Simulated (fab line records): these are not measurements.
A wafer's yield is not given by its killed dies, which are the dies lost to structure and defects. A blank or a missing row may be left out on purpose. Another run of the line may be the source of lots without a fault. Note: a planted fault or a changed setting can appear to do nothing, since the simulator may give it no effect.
fab line records ; flow n5-finfet
[record] lots = 9; wafers = 27; last-day = 17
route steps=1938 shown FIN_CUT@178 STI_FIN_REVEAL@190 BEOL_M4@1111 PASSIVATION@1936
lots with no fault: from the same line, run without faults
start-h: start of the lot's first displayed wafer, in hours after the record's first day ; wait-h: hours since the lot's step before ; " unchanged from the row above ; L1.1+2: several wafers, shown together as one row ; - no value, or no start was given ; * or withheld: withheld ; < > ~ a bound
route shown NAME@n: names a module that has steps shown in the file, with the first one's number in the route ; usual: mean and standard deviation over wafers with no fault ; same: alike in all rows ; chamber/n: place in a boat ; sites: readings site by site ; _std_site: standard deviation across them ; _edge_site: the outer-site mean with the inner-site mean subtracted ; radius-mm: how far each site lies from the wafer's centre ; mask NAME#n: copy n ; behind: tool/chamber where the wafer was last shaped ; hold: why the lot was held/for how many hours/how that ended ; device: the n, p or np transistor that did not switch ; end of line: the tests these same wafers got at the end of their route ; a step with no rows: only its recipe ; killed: count of dies lost to structure and defects at first sort (not the wafer's yield) ; map: per-die view of a wafer (x killed, . not killed, _ where there is no die)
set.NAME: the setting that was run; set.NAME@STEP: the one run at that earlier step ; model.NAME: the simulator's own value behind a step, which no gauge read
route steps across a sampled set of lots; one table per step, one row per wafer
services: from which hour (start-h, from the record's first day; less than 0 if before it) a tool's chamber was out of use, for how many hours, and why
[[steps]]
[step N5_FIN_CUT_STRIP_22]
[recipe] chemistry = N2/H2; power-w = 500; temp-c = 40; pressure-mtorr = 50; rf-frequency-hz = 6e+07; overash-fraction = 0.3; bias-power-w = 8; h2-frac = 0.5; n2-flow-sccm = 300; h2-flow-sccm = 300
[usual] drypump-motor-current-A = 5.6/0.43; oes-product-au = 0.80/0.073; rf-vpp-V = 54.0/2.4; showerhead-plenum-p-Torr = 3.38/0.12; throttle-valve-pct = 18.8/0.4
lot.wafer;tool;chamber;start-h;wait-h;drypump-motor-current-A;oes-product-au;rf-hours-counter-h;rf-vpp-V;showerhead-plenum-p-Torr;throttle-valve-pct
L853.1;rie-diel-02;2;41.04;0.1;5.9;0.74;158;53.2;3.34;18.8
L853.2;rie-diel-02;0;41.04;0.1;5.0;0.78;126;54.1;3.35;18.4
L853.4;rie-diel-02;2;41.04;0.1;5.9;0.76;-;57.6;3.34;18.8
L855.2;rie-diel-02;1;52.82;0.1;6.0;0.84;108;53.8;3.23;18.6
L855.3;rie-diel-02;3;52.82;0.1;5.5;0.76;112;49.3;3.53;19.5
L855.5;rie-diel-02;0;52.82;0.1;5.1;0.78;-;56.6;3.34;18.5
L860.1;rie-diel-06;1;82.52;0.1;4.7;0.69;199;51.8;3.31;18.7
L860.2;rie-diel-06;0;82.52;0.1;5.7;0.69;245;58.3;3.44;18.6
L860.5;rie-diel-06;0;82.52;0.1;5.7;0.68;-;57.4;3.44;18.6
L861.2;rie-diel-06;2;87.25;0.0;5.4;0.87;59;52.5;3.54;18.8
L861.4;rie-diel-06;0;87.25;0.0;5.6;0.67;247;51.0;3.44;18.6
L861.5;rie-diel-06;3;87.25;0.0;5.9;0.84;-;48.5;3.10;18.3
L865.1;rie-diel-05;2;114.83;0.1;5.1;0.85;48;55.8;3.57;18.7
L865.3;rie-diel-05;3;114.83;0.1;5.2;0.86;26;53.2;3.45;19.1
L865.6;rie-diel-05;1;114.83;0.1;5.9;0.92;-;50.2;3.46;19.7
L866.3;rie-diel-02;3;119.19;0.0;5.5;0.77;132;56.6;3.52;19.6
L866.4;rie-diel-02;0;119.19;0.0;5.0;0.77;150;54.4;3.33;18.4
L866.6;rie-diel-02;2;119.19;0.0;5.9;0.74;-;52.5;3.33;18.9
L870.1;rie-diel-02;0;141.78;0.0;5.1;0.74;159;52.6;3.33;18.5
L870.5;rie-diel-02;2;141.78;0.0;5.9;0.72;-;55.3;3.32;18.9
L870.6;rie-diel-02;0;141.78;0.0;5.0;0.75;-;50.5;3.33;18.5
L872.1;rie-diel-02;1;153.94;0.0;6.0;0.79;138;54.6;3.21;18.6
L872.3;rie-diel-02;0;153.94;0.0;5.0;0.75;162;55.7;3.33;18.5
L872.5;rie-diel-02;2;153.94;0.0;5.9;0.72;-;51.6;3.32;18.8
L873.2;rie-diel-06;3;160.65;0.2;5.9;0.77;134;49.7;3.09;18.3
L873.4;rie-diel-06;0;160.65;0.2;5.6;0.97;10;53.8;3.44;18.3
L873.6;rie-diel-06;1;160.65;0.2;4.7;0.69;-;49.1;3.30;18.7
[step N5_STI_FIN_REVEAL_ETCHBACK_08]
[recipe] chemistry = C4F6/O2; target = SiO2; target-depth-a = 305; time-s = 10.167; ion-energy-ev = 250; pressure-mtorr = 30; source-w = 345; bias-w = 185; Ar_flow_sccm = 300; C4F6_flow_sccm = 10; O2_flow_sccm = 10
[usual] C4F6_flow_sccm = 9.99/0.031; drypump-motor-current-A = 5.7/0.46; oes-product-au = 0.82/0.098; rf-vpp-V = 675/17; showerhead-plenum-p-Torr = 2.90/0.12; throttle-valve-pct = 21.20/0.23
lot.wafer;tool;chamber;start-h;wait-h;C4F6_flow_sccm;drypump-motor-current-A;oes-product-au;rf-hours-counter-h;rf-vpp-V;showerhead-plenum-p-Torr;throttle-valve-pct
L853.1;rie-diel-03;1;46.86;0.2;10.03;5.2;1.02;4;690;3.04;20.90
L853.2;rie-diel-03;2;46.86;0.2;10.03;6.0;0.82;99;670;2.75;21.05
L853.4;rie-diel-03;0;46.86;0.2;10.03;6.3;0.75;131;670;2.96;21.34
L855.2;rie-diel-03;0;59.10;0.2;10.00;6.3;0.75;135;670;2.96;21.35
L855.3;rie-diel-03;1;59.10;0.2;9.98;5.2;0.99;8;689;3.04;20.89
L855.5;rie-diel-03;2;59.10;0.2;9.98;6.0;0.82;-;671;2.75;21.06
L860.1;rie-diel-03;1;88.35;0.2;9.97;5.2;0.97;18;688;3.04;20.91
L860.2;rie-diel-03;2;88.35;0.2;10.04;6.0;0.82;113;670;2.75;21.08
L860.5;rie-diel-03;0;88.35;0.2;10.04;6.3;0.74;-;671;2.96;21.36
L861.2;rie-diel-03;0;94.01;0.2;10.01;6.3;0.75;148;670;2.95;21.37
L861.4;rie-diel-03;1;94.01;0.2;9.95;5.2;0.96;21;690;3.04;20.90
L861.5;rie-diel-03;0;94.01;0.2;9.99;6.3;0.75;-;671;2.95;21.36
L865.1;rie-diel-04;1;121.44;0.2;10.04;5.8;0.93;13;638;2.80;21.08
L865.3;rie-diel-04;3;121.44;0.2;10.01;5.1;0.73;184;654;2.73;21.28
L865.6;rie-diel-04;0;121.44;0.2;10.00;5.5;0.91;-;667;3.05;21.25
L866.3;rie-diel-01;2;125.17;0.1;10.00;5.0;0.69;247;653;2.70;21.55
L866.4;rie-diel-01;2;125.17;0.1;9.98;5.1;0.68;-;653;2.70;21.57
L866.6;rie-diel-01;3;125.17;0.1;9.99;5.7;0.75;-;713;2.95;21.16
L870.1;rie-diel-03;3;147.77;0.2;9.98;5.6;0.71;192;698;2.95;21.67
L870.5;rie-diel-03;0;147.77;0.2;10.02;6.3;0.71;-;670;2.94;21.39
L870.6;rie-diel-03;1;147.77;0.2;9.96;5.2;0.91;-;687;3.03;20.94
L872.1;rie-diel-03;2;160.29;0.2;9.95;6.0;0.78;139;669;2.74;21.11
L872.3;rie-diel-03;3;160.29;0.2;10.02;5.6;0.70;196;699;2.94;21.66
L872.5;rie-diel-03;2;160.29;0.2;9.94;6.0;0.78;-;669;2.74;21.12
L873.2;rie-diel-03;3;166.68;0.2;10.05;5.6;0.70;198;699;2.94;21.63
L873.4;rie-diel-03;1;166.68;0.2;10.02;5.2;0.92;48;689;3.02;20.95
L873.6;rie-diel-03;1;166.68;0.2;9.92;5.2;0.91;-;690;3.02;20.97
[step N5_STI_FIN_REVEAL_RECESS_09]
[recipe] chemistry = HF/NH3; target = SiO2; afs-cycles = 11; target-depth-a = 425; temp-c = 30; sublimation-temp-c = 180; sublimation-time-s = 60
[usual] afs-cycles = 11/0; drypump-motor-current-A = 5.4/0.38
lot.wafer;tool;chamber;start-h;wait-h;afs-cycles;drypump-motor-current-A
L853.1;vapor-etch-01;0;47.11;0.0;11;5.4
L853.2;vapor-etch-01;1;47.11;0.0;11;5.9
L853.4;vapor-etch-01;0;47.11;0.0;11;5.4
L855.2;vapor-etch-01;1;59.35;0.0;11;6.0
L855.3;vapor-etch-01;0;59.35;0.0;11;5.4
L855.5;vapor-etch-01;1;59.35;0.0;11;5.9
L860.1;vapor-etch-01;1;88.93;0.3;-;-
L860.2;vapor-etch-01;0;88.93;0.3;-;-
L860.5;vapor-etch-01;1;89.99;1.4;-;-
L861.2;vapor-etch-02;1;94.26;0.0;-;-
L861.4;vapor-etch-02;1;94.26;0.0;-;-
L861.5;vapor-etch-02;0;94.26;0.0;-;-
L865.1;vapor-etch-01;1;121.69;0.0;11;5.9
L865.3;vapor-etch-01;0;121.69;0.0;11;5.4
L865.6;vapor-etch-01;1;121.69;0.0;11;5.9
L866.3;vapor-etch-01;1;125.95;0.6;11;5.9
L866.4;vapor-etch-01;0;125.95;0.6;11;5.4
L866.6;vapor-etch-01;1;125.95;0.6;11;5.9
L870.1;vapor-etch-02;1;148.02;0.0;11;5.0
L870.5;vapor-etch-02;1;149.08;1.1;11;4.9
L870.6;vapor-etch-02;0;149.08;1.1;11;5.2
L872.1;vapor-etch-02;0;160.54;0.0;11;5.2
L872.3;vapor-etch-02;1;160.54;0.0;11;4.9
L872.5;vapor-etch-02;0;160.54;0.0;11;5.2
L873.2;vapor-etch-01;1;166.93;0.0;11;5.9
L873.4;vapor-etch-01;0;166.93;0.0;11;5.4
L873.6;vapor-etch-01;1;166.93;0.0;11;5.9
[step N5_STI_FIN_REVEAL_CD_MEAS_22]
[recipe] target-cd-nm = 6.238; pitch-nm = 28; polarity = line
[usual] cd-nm = 6.3/0.31
lot.wafer;tool;chamber;start-h;wait-h;cd-nm
L853.1;cd-sem-03;-;50.05;0.0;6.2
L853.2;cd-sem-03;-;50.05;0.0;6.4
L853.4;cd-sem-03;-;50.05;0.0;6.3
L855.2;cd-sem-01;-;62.01;0.0;6.1
L855.3;cd-sem-01;-;62.01;0.0;6.0
L855.5;cd-sem-01;-;62.01;0.0;6.3
L860.1;cd-sem-02;-;91.60;0.0;5.9
L860.2;cd-sem-02;-;91.60;0.0;6.4
L860.5;cd-sem-02;-;91.60;0.0;6.3
L861.2;cd-sem-02;-;96.94;0.0;6.7
L861.4;cd-sem-02;-;96.94;0.0;6.3
L861.5;cd-sem-02;-;96.94;0.0;6.6
L865.1;cd-sem-02;-;124.37;0.0;6.5
L865.3;cd-sem-02;-;124.37;0.0;6.1
L865.6;cd-sem-02;-;124.37;0.0;7.3
L866.3;cd-sem-02;-;128.15;0.0;6.9
L866.4;cd-sem-02;-;128.15;0.0;6.6
L866.6;cd-sem-02;-;128.15;0.0;6.4
L870.1;cd-sem-01;-;150.70;0.0;6.7
L870.5;cd-sem-01;-;150.70;0.0;6.4
L870.6;cd-sem-01;-;150.70;0.0;6.5
L872.1;cd-sem-01;-;163.23;0.0;5.7
L872.3;cd-sem-01;-;163.23;0.0;6.6
L872.5;cd-sem-01;-;163.23;0.0;6.6
L873.2;cd-sem-01;-;169.76;0.0;6.3
L873.4;cd-sem-01;-;169.76;0.0;6.4
L873.6;cd-sem-01;-;169.76;0.0;5.9
[step N5_STI_FIN_REVEAL_FIN_H_MEAS_10]
[usual] trench-depth-nm = 52.5/1
lot.wafer;tool;chamber;start-h;wait-h;trench-depth-nm
L853.1;ocd-02;-;50.08;0.0;54.0
L853.2;ocd-02;-;50.08;0.0;52.8
L853.4;ocd-02;-;50.08;0.0;51.8
L855.2;ocd-02;-;62.04;0.0;50.6
L855.3;ocd-02;-;62.04;0.0;53.0
L855.5;ocd-02;-;62.04;0.0;51.9
L860.1;ocd-02;-;91.63;0.0;0.0
L860.2;ocd-02;-;91.63;0.0;-0.8
L860.5;ocd-02;-;91.63;0.0;-0.1
L861.2;ocd-01;-;96.97;0.0;-0.6
L861.4;ocd-01;-;96.97;0.0;-1.4
L861.5;ocd-01;-;96.97;0.0;-1.0
L865.1;ocd-02;-;124.40;0.0;51.5
L865.3;ocd-02;-;124.40;0.0;53.0
L865.6;ocd-02;-;124.40;0.0;51.9
L866.3;ocd-02;-;128.18;0.0;51.2
L866.4;ocd-02;-;128.18;0.0;51.1
L866.6;ocd-02;-;128.18;0.0;52.3
L870.1;ocd-01;-;150.73;0.0;51.6
L870.5;ocd-01;-;150.73;0.0;50.1
L870.6;ocd-01;-;150.73;0.0;53.0
L872.1;ocd-01;-;163.26;0.0;53.0
L872.3;ocd-01;-;163.26;0.0;51.4
L872.5;ocd-01;-;163.26;0.0;52.5
L873.2;ocd-01;-;169.80;0.0;51.5
L873.4;ocd-01;-;169.80;0.0;53.9
L873.6;ocd-01;-;169.80;0.0;53.6
[step N5_BEOL_M4_RC_MEAS_101]
[usual] DIBL_N = 36.7/2.4; DIBL_P = 37.4/2.9; IOFF_N = 0.18/0.05; IOFF_P = 0.23/0.058; ION_N = 683/16; ION_P = 467/11; SS_N = 71.7/0.77; SS_P = 73.5/0.87; VT_N = 249/4.3; VT_P = -250/4.4
lot.wafer;tool;chamber;start-h;wait-h;DIBL_N[mV/V];DIBL_P[mV/V];IOFF_N[nA/um];IOFF_P[nA/um];ION_N[uA/um];ION_P[uA/um];SS_N[mV/dec];SS_P[mV/dec];VT_N[mV];VT_P[mV]
L853.1;prober-01;0;173.25;0.0;40.3;40.8;0.21;0.26;705;477;72.5;74.6;248;-248
L853.2;prober-01;0;173.25;0.0;39.0;38.0;0.17;0.21;685;461;72.2;73.5;250;-254
L853.4;prober-01;0;173.25;0.0;38.0;38.5;0.17;0.23;665;456;71.6;73.4;250;-252
L855.2;prober-01;0;190.50;0.2;37.9;36.9;0.17;0.20;657;450;72.0;73.5;251;-251
L855.3;prober-01;0;190.50;0.2;33.1;32.0;0.11;0.14;679;458;71.3;71.7;252;-257
L855.5;prober-01;0;190.50;0.2;34.5;32.7;0.12;0.14;660;447;70.7;72.0;257;-256
L865.1;prober-02;0;251.41;0.0;40.2;40.8;0.23;0.29;690;473;73.1;74.3;243;-246
L865.3;prober-02;0;251.41;0.0;36.4;36.5;0.16;0.22;691;476;71.3;72.9;247;-249
L865.6;prober-02;0;251.41;0.0;40.9;42.7;0.29;0.33;711;480;72.8;74.5;238;-242
L866.3;prober-01;0;251.78;0.3;35.1;35.5;0.17;0.21;667;459;71.8;73.4;250;-249
L866.4;prober-01;0;251.78;0.3;35.5;35.2;0.16;0.20;662;451;71.6;72.3;251;-251
L866.6;prober-01;0;251.78;0.3;36.0;37.2;0.18;0.22;672;461;72.4;73.4;250;-250
L870.1;prober-01;0;278.14;0.0;40.3;42.7;0.30;0.37;702;484;73.1;74.9;240;-243
L870.5;prober-01;0;278.14;0.0;40.3;41.8;0.27;0.34;679;466;73.4;76.0;245;-246
L870.6;prober-01;0;278.14;0.0;35.6;37.4;0.19;0.24;703;483;71.7;72.8;245;-247
L872.1;prober-01;0;295.35;0.0;35.4;36.6;0.16;0.17;683;459;71.9;72.5;251;-256
L872.3;prober-01;0;295.35;0.0;38.2;38.8;0.25;0.22;703;463;72.9;73.6;242;-252
L872.5;prober-01;0;295.35;0.0;33.6;34.3;0.14;0.14;693;455;71.1;72.7;249;-259
L873.2;prober-02;0;304.06;0.2;37.8;37.7;0.18;0.20;684;457;71.9;74.1;248;-254
L873.4;prober-02;0;304.06;0.2;34.3;34.0;0.11;0.15;670;468;71.0;72.7;254;-258
L873.6;prober-02;0;304.06;0.2;33.2;33.0;0.10;0.14;668;462;70.1;72.2;257;-260
[step N5_PASSIVATION_PROBE_49]
[usual] defect-limited-yield = 91.4/1.6; killed_at_M0_to_M3 = 31/11; killed_at_M4_up = 14/5.7; killed-at-contacts = 12/6; killed-at-front-end = 41/13; killed-at-other = 3.3/2.8; killed-dies = 101/19; killed-on-rim = 13/3.9; killed-open = 67/14; killed-short = 33/8.2; sort_bin_4_leakage = 0.0/0.37; sort_bin_5_function = 5.0/1.1; sort_bin_6_memory = 3.3/0.74; sort-n-pass = 1078/20; sort-yield-pct = 91.3/1.7
[same] gross-dies = 1180; killed-at-back-side = 0; sort_bin_8_speed[%] = 0
lot.wafer;tool;chamber;start-h;wait-h;defect-limited-yield[%];killed_at_M0_to_M3;killed_at_M4_up;killed-at-contacts;killed-at-front-end;killed-at-other;killed-dies;killed-on-rim;killed-open;killed-short;sort_bin_4_leakage[%];sort_bin_5_function[%];sort_bin_6_memory[%];sort-n-pass;sort-yield-pct[%]
L855.2;prober-02;-;295.74;0.1;91.4;29;12;7;37;16;101;7;61;40;0;5.0;3.1;1079;91.4
L855.3;prober-02;-;295.79;0.1;93.9;16;11;13;29;3;72;12;53;15;0;3.4;2.2;1108;93.9
L855.5;prober-02;-;295.89;0.2;92.0;28;23;14;26;3;94;10;66;28;0;4.2;3.4;1086;92.0
L860.1;prober-01;-;311.04;0.0;0;18;12;6;1142;2;1180;152;49;23;0;97.4;2.5;0;0
L860.2;prober-01;-;311.09;0.1;0;17;15;15;1131;2;1180;152;53;21;0;97.9;2.1;0;0
L860.5;prober-01;-;311.24;0.2;0;23;16;9;1128;4;1180;152;46;28;0;97.2;2.6;0;0
L861.2;prober-01;-;324.61;0.1;0;38;14;7;1120;1;1180;152;61;42;0;95.6;3.7;0;0
L861.4;prober-01;-;324.71;0.2;0;47;4;14;1111;4;1180;152;86;53;0;94.3;5.1;0;0
L861.5;prober-01;-;324.76;0.2;0;43;23;8;1105;1;1180;152;96;42;0;94.9;4.8;0;0
L866.3;prober-01;-;364.70;0.1;91.8;34;11;5;44;3;97;14;62;34;0;4.7;3.4;1083;91.8
L866.4;prober-01;-;364.75;0.2;94.1;15;11;4;38;2;70;11;49;19;0;2.8;3.1;1110;94.1
L866.6;prober-01;-;364.85;0.3;94.1;15;10;10;35;0;70;4;56;14;0;3.7;2.1;1110;94.1
// killed by level:class
L855.2 BEOL_M0_SAQP:geometric-particle:open=13 BEOL_M0_SAQP:geometric-particle:short=9 GATE_CUT:geometric-particle:short=8 MOL_CONTACT_COAG:geometric-particle:open=7 FIN_SAQP:geometric-particle:open=5 STI_FIN_REVEAL:geometric-particle:open=5 PAD_METAL:geometric-particle:open=5 BEOL_M4:geometric-particle:open=4
L855.3 MOL_CONTACT_COAG:geometric-particle:open=12 STI_FIN_REVEAL:geometric-particle:open=7 BEOL_M4:geometric-particle:open=6 BEOL_M2:geometric-particle:open=5 HKMG_FIN:area-etch=4 GATE_CUT:geometric-particle:short=3 BEOL_M0_SAQP:geometric-particle:open=3 BEOL_M0_SAQP:geometric-particle:short=3
L855.5 MOL_CONTACT_COAG:geometric-particle:open=11 BEOL_M0_SAQP:geometric-particle:short=9 BEOL_M0_SAQP:geometric-particle:open=8 BEOL_M4:geometric-particle:open=8 FIN_SAQP:geometric-particle:open=6 STI_FIN_REVEAL:geometric-particle:open=6 BEOL_M4:geometric-particle:short=6 BEOL_M2:geometric-particle:open=5
L860.1 STI_FIN_REVEAL:area-recess=1104 FIN_SAQP:geometric-particle:short=8 FIN_SAQP:geometric-particle:open=6 STI_FIN_REVEAL:geometric-particle:open=6 MOL_CONTACT_COAG:geometric-particle:open=6 BEOL_M4:geometric-particle:open=5 BEOL_M0:geometric-particle:open=4 BEOL_M2:geometric-particle:open=4
L860.2 STI_FIN_REVEAL:area-recess=1106 MOL_CONTACT_COAG:geometric-particle:open=11 FIN_SAQP:geometric-particle:open=8 STI_FIN_REVEAL:geometric-particle:open=7 BEOL_M4:geometric-particle:open=7 BEOL_M0_SAQP:geometric-particle:short=5 BEOL_M0_SAQP:geometric-particle:open=5 MOL_CONTACT_COAG:geometric-particle:short=4
L860.5 STI_FIN_REVEAL:area-recess=1100 BEOL_M3:geometric-particle:open=7 MOL_CONTACT_COAG:geometric-particle:open=6 BEOL_M1:geometric-particle:open=6 FIN_SAQP:geometric-particle:open=4 STI_FIN_REVEAL:geometric-particle:open=4 DUMMY_GATE:geometric-particle:open=4 BEOL_M4:geometric-particle:short=4
L861.2 STI_FIN_REVEAL:area-recess=1076 FIN_SAQP:geometric-particle:short=14 BEOL_M2:geometric-particle:open=13 FIN_SAQP:geometric-particle:open=7 BEOL_M0_SAQP:geometric-particle:short=7 STI_FIN_REVEAL:geometric-particle:open=6 BEOL_M0_SAQP:geometric-particle:open=6 BEOL_M1:geometric-particle:open=6
L861.4 STI_FIN_REVEAL:area-recess=1041 FIN_SAQP:geometric-particle:short=28 FIN_SAQP:geometric-particle:open=15 BEOL_M0_SAQP:geometric-particle:open=12 MOL_CONTACT_COAG:geometric-particle:open=11 STI_FIN_REVEAL:geometric-particle:open=9 BEOL_M1:geometric-particle:open=8 BEOL_M0_SAQP:geometric-particle:short=7
L861.5 STI_FIN_REVEAL:area-recess=1039 STI_FIN_REVEAL:geometric-particle:open=19 FIN_SAQP:geometric-particle:short=14 BEOL_M3:geometric-particle:open=13 BEOL_M0_SAQP:geometric-particle:open=12 BEOL_M5:geometric-particle:open=9 BEOL_M4:geometric-particle:open=7 MOL_CONTACT_COAG:geometric-particle:open=6
L866.3 BEOL_M3:geometric-particle:open=17 STI_FIN_REVEAL:geometric-particle:open=12 FIN_SAQP:geometric-particle:short=9 BEOL_M2:geometric-particle:open=6 FIN_SAQP:geometric-particle:open=5 BEOL_M4:geometric-particle:open=4 STARTING-WAFER:geometric-particle:open=4 DUMMY_GATE:geometric-particle:open=3
L866.4 FIN_SAQP:geometric-particle:open=9 DUMMY_GATE:geometric-particle:open=6 ILD0:geometric-particle:short=5 STARTING-WAFER:geometric-particle:open=4 FIN_SAQP:geometric-particle:short=3 ILD0:geometric-particle:open=3 MOL_CONTACT_COAG:geometric-particle:open=3 BEOL_M0_SAQP:geometric-particle:open=3
L866.6 MOL_CONTACT_COAG:geometric-particle:open=9 FIN_SAQP:geometric-particle:open=7 STI_FIN_REVEAL:geometric-particle:open=6 BEOL_M2:geometric-particle:open=5 BEOL_M3:geometric-particle:open=5 GATE_CUT:geometric-particle:short=4 FIN_CUT:geometric-particle:open=4 DUMMY_GATE:geometric-particle:open=4
[[services]]
tool;chamber;start-h;hours;kind
rie-diel-05;-;24.05;28.1;pm
rie-diel-02;3;33.27;5.6;repair
rie-diel-04;3;36.00;5.1;repair
rie-diel-02;1;40.12;7.8;repair
rie-diel-02;-;44.13;2.8;pm
rie-diel-04;0;48.31;-;clean
rie-diel-04;0;48.31;-;consumable-replace:focus-ring
rie-diel-04;0;48.31;-;consumable-replace:showerhead
rie-diel-04;0;48.31;23.4;scheduled-down
rie-diel-04;0;48.31;23.4;vent-cycle
rie-diel-03;3;53.73;7.9;repair
rie-diel-04;1;71.81;-;clean
rie-diel-04;1;71.81;-;consumable-replace:focus-ring
rie-diel-04;1;71.81;14.5;scheduled-down
rie-diel-05;0;73.14;6.9;repair
rie-diel-02;2;79.85;2.1;repair
vapor-etch-02;-;87.14;2.2;repair
rie-diel-06;0;110.30;-;clean
rie-diel-06;0;110.30;-;consumable-replace:focus-ring
rie-diel-06;0;110.30;20.4;scheduled-down
rie-diel-06;0;110.30;20.4;vent-cycle
rie-diel-01;1;119.12;7.1;repair
rie-diel-02;3;135.96;8.7;repair
rie-diel-03;0;159.33;1.3;repair
[[key]]
[first-sign] step = N5_STI_FIN_REVEAL_RECESS_09; reading = tool-record; direction = missing
[effect] step = N5_STI_FIN_REVEAL_FIN_H_MEAS_10; reading = trench-depth-nm; direction = down; sigmas = 51; usual = 52.5; struck = -0.6
[effect] step = N5_PASSIVATION_PROBE_49; reading = sort_bin_5_function; direction = up; sigmas = 86; usual = 5.0; struck = 96.2
[more-kills-born-at] N5_STI_FIN_REVEAL_RECESS_09@vapor-etch-01 = 3310; N5_STI_FIN_REVEAL_RECESS_09@vapor-etch-02 = 3150
met-at N5_STI_FIN_REVEAL_RECESS_09
struck-lots L860,L861
later-rows-left-out L860.1,L860.2,L860.5,L861.2,L861.4,L861.5
not-acting-at N5_FIN_CUT_STRIP_22,N5_STI_FIN_REVEAL_ETCHBACK_08,N5_STI_FIN_REVEAL_CD_MEAS_22
onset-between 59.35 88.93
[fault] kind = skipped-step-whole; tool = vapor-etch-01,vapor-etch-02; chamber = -; onset-h = 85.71; steps = N5_STI_FIN_REVEAL_RECESS_09; scope = struck-lots-only
// later-rows-left-out: the simulator's readings of these wafers behind a module that went badly wrong aren't trusted and aren't shown, but for the sort
